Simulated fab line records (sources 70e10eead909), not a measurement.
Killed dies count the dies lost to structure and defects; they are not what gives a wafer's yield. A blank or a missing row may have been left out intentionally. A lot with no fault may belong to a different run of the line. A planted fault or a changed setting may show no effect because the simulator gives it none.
fab line records | flow nand_harc
record: lots: 7 | wafers: 21 | last_day: 33
route steps=1302 shown A_M0@1148 END@1302
lots untouched by any fault: they come from a run of this same line in which no faults occurred
start_h: start of the lot's first displayed wafer, in hours after the record's first day | wait_h: hours elapsed since this lot's preceding step | " repeats the value in the row above | L1.1+2: a row that stands for several wafers | - no value, or no start given | * or withheld: withheld | < > ~ a bound
route shown NAME@n: NAME is a module with steps in the file, n the number in the route of the first one | usual: mean/standard deviation of fault-free wafers | same: alike in all rows | chamber/n: place in a boat | sites: the reading at each site | _std_site: the values' standard deviation | _edge_site: the outer-site mean with the inner-site mean subtracted | radius_mm: how far each site lies from the wafer's centre | mask NAME#n: copy n | behind: the tool/chamber that last shaped the wafer | hold: what put the lot on hold/how long, in hours/how the hold closed | device: transistor that didn't switch, given as n, p or np | end of line: the tests these same wafers got at the end of their route | for a step that has no rows: nothing shown but its recipe | killed: at the first sort, the dies lost to defects and structure; wafer yield is something else | map: a wafer's dies, marking killed ones x, the rest . and places with no die _
set.NAME: the run value of the setting; set.NAME@STEP: its run value at that earlier step | model.NAME: the simulator's own value behind a step, which no gauge read
lots at selected steps of the route; one table per step, one row per wafer
services: a tool's chamber out of use, with start hour (start_h, from the record's first day; less than 0 if before it), hours out, and reason
== steps ==
step: NHARC_A_M0_OVL_MEAS_10
recipe: pitch_nm: 160
usual: overlay_x_nm: 0.0/0.83 | overlay_y_nm: 0.0/1
lot.wafer | tool       | chamber | start_h | wait_h | overlay_x_nm | overlay_y_nm
L446.3    | overlay-01 | -       | 518.99  | -      | 1.1          | 2.1
L446.4    | "          | -       | "       | "      | 1.2          | 1.7
L446.6    | "          | -       | "       | "      | 0.7          | 1.7
L455.1    | overlay-01 | -       | 596.41  | -      | -0.8         | 0.7
L455.3    | "          | -       | "       | "      | -0.9         | 1.1
L455.5    | "          | -       | "       | "      | -0.6         | 0.7
L461.2    | overlay-02 | -       | 671.30  | -      | 1.7          | -1.8
L461.4    | "          | -       | "       | "      | 1.6          | -1.7
L461.5    | "          | -       | "       | "      | 1.9          | -1.4
L463.1    | overlay-01 | -       | 678.49  | -      | 0.4          | -0.3
L463.4    | "          | -       | "       | "      | 0.5          | 0.7
L463.5    | "          | -       | "       | "      | 0.9          | 0.0
L464.2    | overlay-02 | -       | 679.53  | -      | -1.7         | -0.3
L464.4    | "          | -       | "       | "      | -1.7         | -0.3
L464.5    | "          | -       | "       | "      | -1.2         | 0.3
L469.1    | overlay-02 | -       | 754.43  | -      | 0.1          | -1.3
L469.2    | "          | -       | "       | "      | 0.3          | -1.6
L469.5    | "          | -       | "       | "      | 0.7          | -1.7
L468.1    | overlay-02 | -       | 755.27  | -      | 0.8          | -0.9
L468.2    | "          | -       | "       | "      | 0.0          | -0.9
L468.4    | "          | -       | "       | "      | 0.7          | -1.3
step: NHARC_A_M0_INSPECT_11
usual: raw_defect_count: 94/39
lot.wafer | tool              | chamber | start_h | wait_h | raw_defect_count
L446.3    | defect_inspect-01 | -       | 519.03  | 0.0    | 108
L446.4    | "                 | -       | "       | "      | 109
L446.6    | "                 | -       | "       | "      | 116
L455.1    | defect_inspect-01 | -       | 596.45  | 0.0    | 130
L455.3    | "                 | -       | "       | "      | 147
L455.5    | "                 | -       | "       | "      | 149
L461.2    | defect_inspect-02 | -       | 671.33  | 0.0    | 138
L461.4    | "                 | -       | "       | "      | 144
L461.5    | "                 | -       | "       | "      | 126
L463.1    | defect_inspect-01 | -       | 678.53  | 0.0    | 87
L463.4    | "                 | -       | "       | "      | 90
L463.5    | "                 | -       | "       | "      | 115
L464.2    | defect_inspect-01 | -       | 679.57  | 0.0    | 102
L464.4    | "                 | -       | "       | "      | 119
L464.5    | "                 | -       | "       | "      | 97
L469.1    | defect_inspect-01 | -       | 754.47  | 0.0    | 66
L469.2    | "                 | -       | "       | "      | 58
L469.5    | "                 | -       | "       | "      | 60
L468.1    | defect_inspect-01 | -       | 755.31  | 0.0    | 101
L468.2    | "                 | -       | "       | "      | 95
L468.4    | "                 | -       | "       | "      | 92
step: NHARC_A_M0_DESCUM_14
recipe: time_s: 3 | o2_flow_sccm: 200 | ar_flow_sccm: 0 | bias_power_w: 0 | chemistry: O2
usual: drypump_motor_current_A: 5.7/0.47 | o2_flow_sccm: 200.0/0.55 | oes_product_au: 1.003/0.011 | rf_vpp_V: 57.8/0.87 | showerhead_plenum_p_Torr: 1.89/0.069 | throttle_valve_pct: 11.311/0.0087
lot.wafer | tool        | chamber | start_h | wait_h | drypump_motor_current_A | o2_flow_sccm | oes_product_au | rf_hours_counter_h | rf_vpp_V | showerhead_plenum_p_Torr | throttle_valve_pct
L446.3    | rie_diel-10 | 0       | 519.10  | 0.1    | 5.1                     | 199.2        | 0.990          | 5.1                | 56.9     | 1.83                     | 11.309
L446.4    | "           | 1       | "       | "      | 5.6                     | 200.7        | 1.018          | 5.2                | 57.2     | 2.06                     | 11.310
L446.6    | "           | 3       | "       | "      | 5.7                     | 199.5        | 0.987          | -                  | 57.2     | 1.91                     | 11.306
L455.1    | rie_diel-10 | 2       | 596.51  | 0.1    | 5.5                     | 200.5        | 1.010          | 10.2               | 57.7     | 1.88                     | 11.305
L455.3    | "           | 3       | "       | "      | 5.7                     | 199.6        | 0.996          | 9.6                | 57.9     | 1.91                     | 11.306
L455.5    | "           | 2       | "       | "      | 5.5                     | 200.4        | 1.009          | -                  | 57.1     | 1.88                     | 11.291
L461.2    | rie_diel-01 | 1       | 671.39  | 0.1    | 5.4                     | 200.2        | 1.001          | 4.7                | 57.5     | 1.79                     | 11.306
L461.5    | "           | 1       | "       | "      | 5.4                     | 199.5        | 1.003          | -                  | 56.7     | 1.79                     | 11.317
L461.4    | "           | 0       | "       | "      | 6.6                     | 199.5        | 0.991          | -                  | 56.4     | 1.90                     | 11.309
L463.1    | rie_diel-01 | 3       | 678.59  | 0.1    | 6.4                     | 199.2        | 0.997          | 6.1                | 57.4     | 1.87                     | 11.313
L463.4    | "           | 2       | "       | "      | 5.9                     | 200.1        | 0.999          | 6.0                | 57.7     | 1.93                     | 11.318
L463.5    | "           | 0       | "       | "      | 6.7                     | 200.4        | 0.987          | -                  | 57.6     | 1.90                     | 11.317
L464.2    | rie_diel-03 | 3       | 679.63  | 0.1    | 5.8                     | 199.1        | 1.017          | 0.8                | 58.4     | 1.92                     | 11.314
L464.4    | "           | 0       | "       | "      | 6.0                     | 199.7        | 0.997          | 1.2                | 58.3     | 1.87                     | 11.315
L464.5    | "           | 0       | "       | "      | 6.0                     | 199.7        | 0.993          | -                  | 57.5     | 1.87                     | 11.311
L469.2    | rie_diel-01 | 3       | 754.54  | 0.1    | 6.4                     | 199.5        | 1.001          | 0.4                | 57.1     | 1.87                     | 11.321
L469.1    | "           | 0       | "       | "      | 6.7                     | 200.2        | 0.986          | 0.5                | 58.5     | 1.90                     | 11.300
L469.5    | "           | 3       | "       | "      | 6.4                     | 200.1        | 1.005          | -                  | 58.6     | 1.87                     | 11.300
L468.2    | rie_diel-01 | 2       | 755.37  | 0.1    | 5.9                     | 199.7        | 1.009          | 0.4                | 59.6     | 1.93                     | 11.312
L468.1    | "           | 0       | "       | "      | 6.6                     | 198.8        | 1.003          | 0.6                | 59.4     | 1.90                     | 11.301
L468.4    | "           | 0       | "       | "      | 6.7                     | 199.1        | 1.006          | -                  | 58.9     | 1.90                     | 11.318
step: NHARC_A_M0_ETCH_34
recipe: target_depth_a: 400 | overetch_a: 120 | time_s: 43.94 | ion_energy_ev: 200 | n2_flow_sccm: 150 | h2_flow_sccm: 150 | ar_flow_sccm: 0 | rf_w: 400 | bias_w: 150 | chemistry: N2/H2
step: NHARC_A_M0_ETCH_15
recipe: target_depth_a: 1500 | overetch_a: 150 | time_s: 82.5 | c4f8_flow_sccm: withheld | ar_flow_sccm: 400 | rf_w: 600 | bias_w: 300 | chemistry: C4F8/Ar
usual: oes_product_au: 0.950/0.022 | rf_vpp_V: 440.1/2.2
lot.wafer | tool        | chamber | start_h | wait_h | oes_product_au | rf_hours_counter_h | rf_vpp_V
L446.4    | rie_diel-10 | 0       | -       | -      | 0.924          | 5.1                | 438.9
L446.3    | "           | 1       | "       | "      | 0.933          | 5.2                | 445.6
L446.6    | "           | 0       | "       | "      | 0.912          | -                  | 439.8
L455.1    | rie_diel-03 | 1       | 596.71  | -      | 0.932          | 6.9                | 438.6
L455.3    | "           | 3       | "       | "      | 0.936          | 5.1                | 440.0
L455.5    | "           | 1       | "       | "      | 0.941          | -                  | 440.6
L461.2    | rie_diel-01 | 1       | -       | -      | 0.922          | 4.8                | 437.3
L461.4    | "           | 0       | "       | "      | 0.917          | -                  | 441.2
L461.5    | "           | 1       | "       | "      | 0.930          | -                  | 438.3
L463.4    | rie_diel-01 | 0       | -       | -      | 0.919          | 6.0                | 440.9
L463.1    | "           | 1       | "       | "      | 0.927          | 5.8                | 436.7
L463.5    | "           | 1       | "       | "      | 0.933          | -                  | 435.0
L464.2    | rie_diel-03 | 2       | -       | -      | 0.961          | 0.9                | 437.2
L464.4    | "           | 3       | "       | "      | 0.975          | 0.9                | 440.3
L464.5    | "           | 2       | "       | "      | 0.967          | -                  | 437.2
L469.1    | rie_diel-01 | 3       | -       | -      | 0.979          | 0.5                | 439.4
L469.2    | "           | 0       | "       | "      | 0.953          | 0.6                | 441.3
L469.5    | "           | 3       | "       | "      | 0.961          | -                  | 440.2
L468.2    | rie_diel-01 | 2       | 755.63  | 0.1    | 0.961          | 0.5                | 440.0
L468.1    | "           | 0       | "       | "      | 0.956          | 0.6                | 440.9
L468.4    | "           | 2       | "       | "      | 0.959          | -                  | 441.3
step: NHARC_A_M0_CD_MEAS_16
usual: cd_nm: 80.0/0.91
lot.wafer | tool      | chamber | start_h | wait_h | cd_nm
L446.3    | cd_sem-01 | -       | 519.40  | -      | 77.7
L446.4    | "         | -       | "       | "      | 80.1
L446.6    | "         | -       | "       | "      | 77.9
L455.1    | cd_sem-01 | -       | 596.83  | -      | 80.2
L455.3    | "         | -       | "       | "      | 79.2
L455.5    | "         | -       | "       | "      | 80.1
L461.2    | cd_sem-02 | -       | 671.74  | -      | 79.7
L461.4    | "         | -       | "       | "      | 81.0
L461.5    | "         | -       | "       | "      | 80.1
L463.1    | cd_sem-01 | -       | 678.89  | -      | 79.3
L463.4    | "         | -       | "       | "      | 78.9
L463.5    | "         | -       | "       | "      | 80.0
L464.2    | cd_sem-01 | -       | 679.94  | -      | 80.7
L464.4    | "         | -       | "       | "      | 78.6
L464.5    | "         | -       | "       | "      | 80.3
L469.1    | cd_sem-01 | -       | 754.87  | -      | 80.7
L469.2    | "         | -       | "       | "      | 80.1
L469.5    | "         | -       | "       | "      | 80.8
L468.1    | cd_sem-02 | -       | 755.80  | 0.1    | 80.5
L468.2    | "         | -       | "       | "      | 80.3
L468.4    | "         | -       | "       | "      | 81.2
step: NHARC_A_M0_STRIP_18
recipe: power_w: 1000 | n2_flow_sccm: 150 | h2_flow_sccm: 150 | ar_flow_sccm: 0 | bias_w: 0 | chemistry: N2/H2
step: NHARC_A_M0_STRIP_19
recipe: time_s: 600 | temp_c: 30 | chemistry: post_etch_residue_remover
step: NHARC_A_M0_DEGAS_28
recipe: temp_c: 250 | time_s: 60
step: NHARC_A_M0_PRE_CLEAN_29
recipe: time_s: 30 | temp_c: 280 | gas: H2/He
step: NHARC_A_M0_PVD_20
recipe: target_thk_a: 50 | bias_v: 168.6 | power_w: 15000 | chamber_pressure_pa: 0.12 | time_s: 8.06 | substrate_temp_c: 50 | material: TaN
usual: throttle_valve_pct: 30.4/0.7
lot.wafer | tool           | chamber | start_h | wait_h | throttle_valve_pct
L446.4    | pvd_sputter-01 | -       | -       | -      | 30.0
L446.3    | "              | -       | "       | "      | 31.5
L446.6    | "              | -       | "       | "      | 29.7
L455.1    | pvd_sputter-02 | -       | -       | -      | 30.5
L455.3    | "              | -       | "       | "      | 31.1
L455.5    | "              | -       | "       | "      | 30.2
L461.4    | pvd_sputter-01 | -       | -       | -      | 30.1
L461.2    | "              | -       | "       | "      | 31.2
L461.5    | "              | -       | "       | "      | 30.0
L463.1    | pvd_sputter-03 | -       | -       | -      | 31.4
L463.4    | "              | -       | "       | "      | 30.5
L463.5    | "              | -       | "       | "      | 30.3
L464.2    | pvd_sputter-01 | -       | -       | -      | 30.2
L464.4    | "              | -       | "       | "      | 31.1
L464.5    | "              | -       | "       | "      | 31.5
L469.1    | pvd_sputter-01 | -       | -       | -      | 29.3
L469.2    | "              | -       | "       | "      | 30.1
L469.5    | "              | -       | "       | "      | 31.1
L468.1    | pvd_sputter-03 | -       | -       | -      | 29.9
L468.4    | "              | -       | "       | "      | 29.6
L468.2    | "              | -       | "       | "      | 30.1
step: NHARC_A_M0_PVD_21
recipe: target_thk_a: 300 | chamber_pressure_pa: 5 | power_w: 5000 | substrate_temp_c: 30 | time_s: 20.49 | material: Cu
usual: throttle_valve_pct: 30.4/0.74
lot.wafer | tool           | chamber | start_h | wait_h | throttle_valve_pct
L446.4    | pvd_sputter-01 | -       | -       | -      | 29.8
L446.3    | "              | -       | "       | "      | 30.7
L446.6    | "              | -       | "       | "      | 31.2
L455.1    | pvd_sputter-02 | -       | -       | -      | 31.1
L455.3    | "              | -       | "       | "      | 30.6
L455.5    | "              | -       | "       | "      | 30.4
L461.4    | pvd_sputter-01 | -       | -       | -      | 31.0
L461.2    | "              | -       | "       | "      | 29.2
L461.5    | "              | -       | "       | "      | 31.2
L463.4    | pvd_sputter-03 | -       | -       | -      | 31.5
L463.1    | "              | -       | "       | "      | 30.5
L463.5    | "              | -       | "       | "      | 29.5
L464.4    | pvd_sputter-01 | -       | -       | -      | 31.5
L464.2    | "              | -       | "       | "      | 30.2
L464.5    | "              | -       | "       | "      | 31.3
L469.1    | pvd_sputter-01 | -       | -       | -      | 31.3
L469.2    | "              | -       | "       | "      | 31.6
L469.5    | "              | -       | "       | "      | 31.5
L468.2    | pvd_sputter-03 | -       | -       | -      | 31.6
L468.4    | "              | -       | "       | "      | 29.8
L468.1    | "              | -       | "       | "      | 29.6
step: NHARC_A_M0_ECD_22
recipe: target_thk_a: 4000 | bath_temp_c: 25 | material: Cu
lot.wafer  | tool      | chamber | start_h | wait_h
L446.3+4+6 | ecd_cu-01 | 1,0,0   | 520.47  | -
L455.1+3+5 | ecd_cu-01 | 1       | 597.86  | -
L461.2+4+5 | ecd_cu-01 | 0,0,1   | 672.76  | -
L463.1+4+5 | ecd_cu-01 | 1       | 679.88  | -
L464.2+4+5 | ecd_cu-01 | 0,0,1   | 680.94  | -
L469.2+1+5 | ecd_cu-02 | 1,0,0   | 755.90  | -
L468.1+2+4 | ecd_cu-01 | 0,1,0   | 756.83  | -
step: NHARC_A_M0_ANNEAL_30
recipe: temp_c: 225 | time_s: 90
usual: anneal_temp_c_max: 225.99/0.26 | wafer_temp_C_max: 226.1/0.37
lot.wafer | tool          | chamber | start_h | wait_h | anneal_temp_c_max | wafer_temp_C_max
L446.3    | rtp_anneal-01 | 0       | 520.85  | -      | 226.00            | 225.6
L446.4    | "             | 0       | "       | "      | 226.00            | 225.5
L446.6    | "             | 0       | "       | "      | 225.86            | 225.5
L455.1    | rtp_anneal-02 | 0       | 598.19  | 0.3    | 225.95            | 226.3
L455.3    | "             | 0       | "       | "      | 225.87            | 225.8
L455.5    | "             | 0       | "       | "      | 226.01            | 226.3
L461.2    | rtp_anneal-01 | 0       | 673.14  | -      | 225.90            | 226.0
L461.4    | "             | 0       | "       | "      | 226.05            | 226.0
L461.5    | "             | 0       | "       | "      | 226.22            | 225.5
L463.1    | rtp_anneal-01 | 0       | 680.26  | -      | 226.08            | 225.9
L463.4    | "             | 0       | "       | "      | 226.30            | 225.8
L463.5    | "             | 0       | "       | "      | 226.62            | 226.0
L464.2    | rtp_anneal-01 | 0       | 681.37  | -      | 226.34            | 226.0
L464.4    | "             | 0       | "       | "      | 226.44            | 226.0
L464.5    | "             | 0       | "       | "      | 225.91            | 225.9
L469.1    | rtp_anneal-02 | 0       | 756.28  | 0.3    | 225.64            | 226.0
L469.2    | "             | 0       | "       | "      | 225.40            | 226.2
L469.5    | "             | 0       | "       | "      | 225.74            | 226.7
L468.1    | rtp_anneal-02 | 0       | 757.21  | -      | 225.35            | 226.2
L468.2    | "             | 0       | "       | "      | 225.81            | 226.2
L468.4    | "             | 0       | "       | "      | 225.95            | 226.5
step: NHARC_A_M0_CMP_23
recipe: t_overpolish_s: 20 | target_thk_nm: 113.75
usual: edge_zone_pressure_frac: 1.000/0.0054 | motor_current_A: 11.8/1.4 | slurry_filter_dp_kPa: 13.48/0.14 | time_to_endpoint_s: 30.5/3
lot.wafer | tool   | chamber | start_h | wait_h | edge_zone_pressure_frac | motor_current_A | slurry_filter_dp_kPa | time_to_endpoint_s
L446.4    | cmp-02 | 0       | 521.10  | -      | 1.013                   | 10.9            | 13.68                | 35.8
L446.3    | "      | 3       | "       | "      | 1.003                   | 12.7            | 13.39                | 34.0
L446.6    | "      | 0       | "       | "      | 1.002                   | 10.8            | 13.41                | 36.5
L455.1    | cmp-01 | 3       | 598.53  | -      | 1.005                   | 12.2            | 13.65                | 26.3
L455.3    | "      | 2       | "       | "      | 0.998                   | 13.1            | 13.28                | 27.8
L455.5    | "      | 3       | "       | "      | 1.005                   | 11.6            | 13.17                | 26.4
L461.4    | cmp-02 | 2       | 673.46  | -      | 1.000                   | 14.3            | 13.42                | 40.9
L461.2    | "      | 0       | "       | "      | 0.998                   | 10.8            | 13.34                | 43.4
L461.5    | "      | 1       | "       | "      | 1.006                   | 10.1            | 13.45                | 41.2
L463.1    | cmp-02 | 3       | 680.63  | -      | 1.009                   | 13.9            | 13.43                | 42.7
L463.4    | "      | 1       | "       | "      | 0.998                   | 10.5            | 13.38                | 38.4
L463.5    | "      | 3       | "       | "      | 1.004                   | 14.1            | 13.26                | 37.8
L464.4    | cmp-01 | 3       | 681.66  | -      | 0.996                   | 11.9            | 13.42                | 39.7
L464.2    | "      | 2       | "       | "      | 0.998                   | 12.0            | 13.42                | 38.3
L464.5    | "      | 3       | "       | "      | 1.000                   | 12.1            | 13.50                | 37.9
L469.2    | cmp-01 | 1       | 756.96  | -      | 1.002                   | 11.8            | 13.51                | 26.4
L469.1    | "      | 2       | "       | "      | 1.003                   | 12.4            | 13.27                | 26.2
L469.5    | "      | 0       | "       | "      | 0.991                   | 10.8            | 13.55                | 30.9
L468.4    | cmp-02 | 1       | 757.87  | -      | 0.997                   | 10.3            | 13.62                | 32.1
L468.1    | "      | 2       | "       | "      | 0.996                   | 13.9            | 13.38                | 28.0
L468.2    | "      | 0       | "       | "      | 0.992                   | 11.3            | 13.32                | 31.9
step: NHARC_A_M0_THK_MEAS_24
recipe: thk_meas_gauge: xrf
usual: thk_nm: 114.4/1.7
lot.wafer | tool          | chamber | start_h | wait_h | thk_nm
L446.3    | film_metro-01 | -       | 521.42  | -      | 114.6
L446.4    | "             | -       | "       | "      | 116.0
L446.6    | "             | -       | "       | "      | 115.5
L455.1    | film_metro-01 | -       | 598.85  | -      | 112.7
L455.3    | "             | -       | "       | "      | 112.7
L455.5    | "             | -       | "       | "      | 113.5
L461.2    | film_metro-02 | -       | 673.75  | -      | 116.1
L461.4    | "             | -       | "       | "      | 117.1
L461.5    | "             | -       | "       | "      | 115.6
L463.1    | film_metro-02 | -       | 680.92  | -      | 115.2
L463.4    | "             | -       | "       | "      | 113.5
L463.5    | "             | -       | "       | "      | 117.0
L464.2    | film_metro-02 | -       | 681.97  | -      | 112.6
L464.4    | "             | -       | "       | "      | 113.3
L464.5    | "             | -       | "       | "      | 111.7
L469.1    | film_metro-02 | -       | 757.25  | -      | 113.0
L469.2    | "             | -       | "       | "      | 113.8
L469.5    | "             | -       | "       | "      | 115.8
L468.1    | film_metro-02 | -       | 758.19  | -      | 116.2
L468.2    | "             | -       | "       | "      | 114.8
L468.4    | "             | -       | "       | "      | 115.6
step: NHARC_END_SORT_01
recipe: temp_c: 25
usual: defect_limited_yield: 90.9/2.7 | killed_at_array: 57/19 | killed_at_other: 0.9/1.1 | killed_at_periphery: 4.0/2.6 | killed_dies: 62/19 | killed_open: 3.3/1.8 | killed_short: 2.4/1.7
same: gross_dies: 677
lot.wafer | tool      | chamber | start_h | wait_h | defect_limited_yield[%] | killed_at_array | killed_at_other | killed_at_periphery | killed_dies | killed_open | killed_short
L446.3    | prober-02 | 0       | 561.28  | 3.1    | 88.5                    | 76              | 0               | 2                   | 78          | 4           | 2
L446.4    | prober-02 | 0       | 562.07  | 3.4    | 89.1                    | 71              | 0               | 3                   | 74          | 5           | 2
L446.6    | prober-02 | 0       | 563.66  | 4.0    | 88.2                    | 75              | 0               | 5                   | 80          | 7           | 3
L455.1    | prober-02 | 0       | 635.22  | 2.5    | 87.6                    | 78              | 1               | 5                   | 84          | 5           | 3
L455.3    | prober-02 | 0       | 636.83  | 3.1    | 87.9                    | 76              | 0               | 6                   | 82          | 4           | 3
L455.5    | prober-02 | 0       | 638.44  | 3.7    | 89.7                    | 68              | 0               | 2                   | 70          | 3           | 5
L461.2    | prober-02 | 0       | 711.71  | 2.8    | 88.3                    | 77              | 0               | 2                   | 79          | 1           | 2
L461.4    | prober-02 | 0       | 713.29  | 3.4    | 87.1                    | 83              | 1               | 3                   | 87          | 9           | 4
L461.5    | prober-02 | 0       | 714.08  | 3.7    | 86.4                    | 91              | 0               | 1                   | 92          | 5           | 0
L463.1    | prober-02 | 0       | 718.63  | 2.5    | 91.6                    | 54              | 0               | 3                   | 57          | 1           | 0
L463.4    | prober-02 | 0       | 721.06  | 3.4    | 91.4                    | 54              | 0               | 4                   | 58          | 4           | 0
L463.5    | prober-02 | 0       | 721.87  | 3.7    | 88.3                    | 76              | 0               | 3                   | 79          | 3           | 5
L464.2    | prober-02 | 0       | 727.33  | 2.8    | 90.8                    | 56              | 1               | 5                   | 62          | 3           | 2
L464.4    | prober-02 | 0       | 728.95  | 3.4    | 90.7                    | 57              | 2               | 4                   | 63          | 3           | 4
L464.5    | prober-02 | 0       | 729.76  | 3.8    | 90.3                    | 56              | 3               | 7                   | 66          | 3           | 2
killed by level:class
L446.3 A_SLIT:chamber_film_flake=24 A_CHANNEL_HOLE_D1:chamber_film_flake=23 A_STAIRCASE:chamber_film_flake=8 A_CHANNEL_HOLE_D2:chamber_film_flake=4 A_CONTACT:chamber_film_flake=4 A_BONDPAD:chamber_film_flake=4 A_DECK1_JOINT:chamber_film_flake=2 A_CHANNEL_FILL_D1:geometric_particle:short=1
L446.4 A_CHANNEL_HOLE_D1:chamber_film_flake=34 A_SLIT:chamber_film_flake=9 A_STAIRCASE:chamber_film_flake=8 A_CHANNEL_HOLE_D2:chamber_film_flake=4 A_DECK1_JOINT:chamber_film_flake=3 A_SGD_CUT:chamber_film_flake=3 A_CHANNEL_FILL_D1:geometric_particle:open=2 P_ZERO_WELL:chamber_film_flake=2
L446.6 A_CHANNEL_HOLE_D1:chamber_film_flake=28 A_SLIT:chamber_film_flake=13 A_CONTACT:chamber_film_flake=12 A_STAIRCASE:chamber_film_flake=5 A_BONDPAD:chamber_film_flake=4 A_WL_FILL:geometric_particle:short=3 A_DECK1_JOINT:chamber_film_flake=2 A_CHANNEL_HOLE_D2:chamber_film_flake=2
L455.1 A_CHANNEL_HOLE_D1:chamber_film_flake=30 A_SLIT:chamber_film_flake=28 A_CHANNEL_HOLE_D2:chamber_film_flake=9 A_CONTACT:chamber_film_flake=3 P_M0:geometric_particle:open=2 A_WL_FILL:geometric_particle:short=2 P_M2:chamber_film_flake=2 A_ONON_D2:geometric_particle:open=1
L455.3 A_CHANNEL_HOLE_D1:chamber_film_flake=31 A_SLIT:chamber_film_flake=17 A_CHANNEL_HOLE_D2:chamber_film_flake=15 P_ZERO_WELL:chamber_film_flake=3 A_CONTACT:chamber_film_flake=3 A_ZERO_WELL:chamber_film_flake=2 A_DECK1_JOINT:chamber_film_flake=2 P_GATE:geometric_particle:open=1
L455.5 A_CHANNEL_HOLE_D1:chamber_film_flake=32 A_SLIT:chamber_film_flake=14 A_ZERO_WELL:chamber_film_flake=4 A_CHANNEL_HOLE_D2:chamber_film_flake=4 A_CONTACT:chamber_film_flake=3 A_WL_FILL:geometric_particle:short=2 A_CHANNEL_FILL_D1:chamber_film_flake=2 A_STAIRCASE:chamber_film_flake=2
L461.2 A_CHANNEL_HOLE_D2:chamber_film_flake=24 A_CHANNEL_HOLE_D1:chamber_film_flake=23 A_SLIT:chamber_film_flake=18 A_M1:chamber_film_flake=4 A_CONTACT:chamber_film_flake=3 A_STAIRCASE:chamber_film_flake=2 P_CONTACT:geometric_particle:open=1 A_ONON_D1:geometric_particle:short=1
L461.4 A_CHANNEL_HOLE_D1:chamber_film_flake=26 A_CHANNEL_HOLE_D2:chamber_film_flake=22 A_SLIT:chamber_film_flake=14 A_M1:chamber_film_flake=4 A_CONTACT:chamber_film_flake=3 A_CHANNEL_FILL_D2:geometric_particle:short=2 A_M0:geometric_particle:open=2 A_M1:geometric_particle:open=2
L461.5 A_SLIT:chamber_film_flake=33 A_CHANNEL_HOLE_D1:chamber_film_flake=30 A_CHANNEL_HOLE_D2:chamber_film_flake=11 A_STAIRCASE:chamber_film_flake=4 A_CONTACT:chamber_film_flake=4 A_M0:geometric_particle:open=2 A_WL_FILL:chamber_film_flake=2 A_M1:chamber_film_flake=2
L463.1 A_CHANNEL_HOLE_D1:chamber_film_flake=24 A_CHANNEL_HOLE_D2:chamber_film_flake=16 A_CONTACT:chamber_film_flake=5 A_SLIT:chamber_film_flake=4 P_M2:chamber_film_flake=2 A_STAIRCASE:chamber_film_flake=2 A_M1:geometric_particle:open=1 P_ZERO_WELL:chamber_film_flake=1
L463.4 A_CHANNEL_HOLE_D1:chamber_film_flake=22 A_CHANNEL_HOLE_D2:chamber_film_flake=15 A_SLIT:chamber_film_flake=7 A_STAIRCASE:chamber_film_flake=3 A_CONTACT:chamber_film_flake=2 P_M0:geometric_particle:open=1 P_M1:geometric_particle:open=1 A_CHANNEL_FILL_D1:geometric_particle:open=1
L463.5 A_CHANNEL_HOLE_D1:chamber_film_flake=36 A_CHANNEL_HOLE_D2:chamber_film_flake=13 A_SLIT:chamber_film_flake=8 A_CONTACT:chamber_film_flake=7 A_DECK1_JOINT:chamber_film_flake=3 A_STAIRCASE:chamber_film_flake=3 A_ONON_D1:geometric_particle:short=2 P_GATE:geometric_particle:short=1
L464.2 A_CHANNEL_HOLE_D2:chamber_film_flake=21 A_SLIT:chamber_film_flake=18 A_CHANNEL_HOLE_D1:chamber_film_flake=6 P_ZERO_WELL:chamber_film_flake=4 A_CONTACT:chamber_film_flake=4 P_M0:geometric_particle:open=1 A_ONON_D1:geometric_particle:open=1 A_DECK1_JOINT:geometric_particle:short=1
L464.4 A_CHANNEL_HOLE_D2:chamber_film_flake=29 A_SLIT:chamber_film_flake=14 A_CONTACT:chamber_film_flake=4 P_ZERO_WELL:chamber_film_flake=3 A_CHANNEL_FILL_D2:chamber_film_flake=2 A_CHANNEL_HOLE_D1:chamber_film_flake=2 P_CONTACT:geometric_particle:short=1 A_SOURCE_PLATE:geometric_particle:open=1
L464.5 A_SLIT:chamber_film_flake=29 A_CHANNEL_HOLE_D2:chamber_film_flake=10 A_CONTACT:chamber_film_flake=7 P_ZERO_WELL:chamber_film_flake=6 A_CHANNEL_HOLE_D1:chamber_film_flake=3 THIN_TSV:chamber_film_flake=3 P_M0:geometric_particle:open=1 A_CHANNEL_FILL_D1:geometric_particle:short=1
== services ==
tool           | chamber | start_h | hours | kind
ecd_cu-01      | -       | 500.51  | 2.1   | repair
rie_diel-01    | 1       | 503.60  | 3.7   | repair
ecd_cu-01      | -       | 512.00  | 8.0   | pm
pvd_sputter-03 | -       | 526.00  | 10.0  | pm
cmp-02         | -       | 528.09  | 4.0   | pm
rie_diel-01    | -       | 531.81  | 0.4   | repair
rie_diel-01    | 3       | 535.09  | 7.4   | repair
ecd_cu-01      | -       | 550.53  | 15.3  | repair
cmp-02         | -       | 550.62  | 2.5   | repair
rie_diel-01    | 1       | 555.86  | 18.0  | repair
rie_diel-01    | -       | 557.94  | 9.0   | pm
pvd_sputter-01 | -       | 590.51  | 10.0  | pm
cmp-02         | -       | 593.44  | 0.8   | repair
rie_diel-01    | 0       | 621.33  | 10.3  | repair
cmp-02         | -       | 624.68  | 2.9   | repair
rie_diel-01    | 2       | 626.29  | 3.5   | repair
cmp-02         | -       | 627.60  | 4.0   | pm
rie_diel-01    | 2       | 658.28  | 1.4   | repair
ecd_cu-01      | -       | 666.52  | 1.1   | repair
rie_diel-01    | 2       | 668.68  | 3.5   | repair
ecd_cu-01      | -       | 688.00  | 8.0   | pm
rie_diel-01    | -       | 734.94  | 9.0   | pm
rie_diel-01    | 1       | 752.26  | 19.6  | repair
rie_diel-01    | 3       | 755.35  | 14.0  | repair
== key ==
first_sign: step: NHARC_A_M0_CMP_23 | reading: time_to_endpoint_s | direction: up | sigmas: 3.2 | usual: * | struck: *
effect none on later readings
met_at NHARC_A_M0_ECD_22
struck_wafers L461.2,L461.4,L461.5,L463.1,L463.4,L463.5,L464.2,L464.4,L464.5
onset_between 597.86 672.76
also_fits NHARC_A_M0_ANNEAL_30:rtp_anneal-01
fault: kind: process_parameter_drift | tool: ecd_cu-01 | chamber: - | onset_h: 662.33 | steps: NHARC_A_M0_ECD_22 | channel: target_thk_a | offset: * | shape: step | end_h: 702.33 | acts_in: * | stated: *
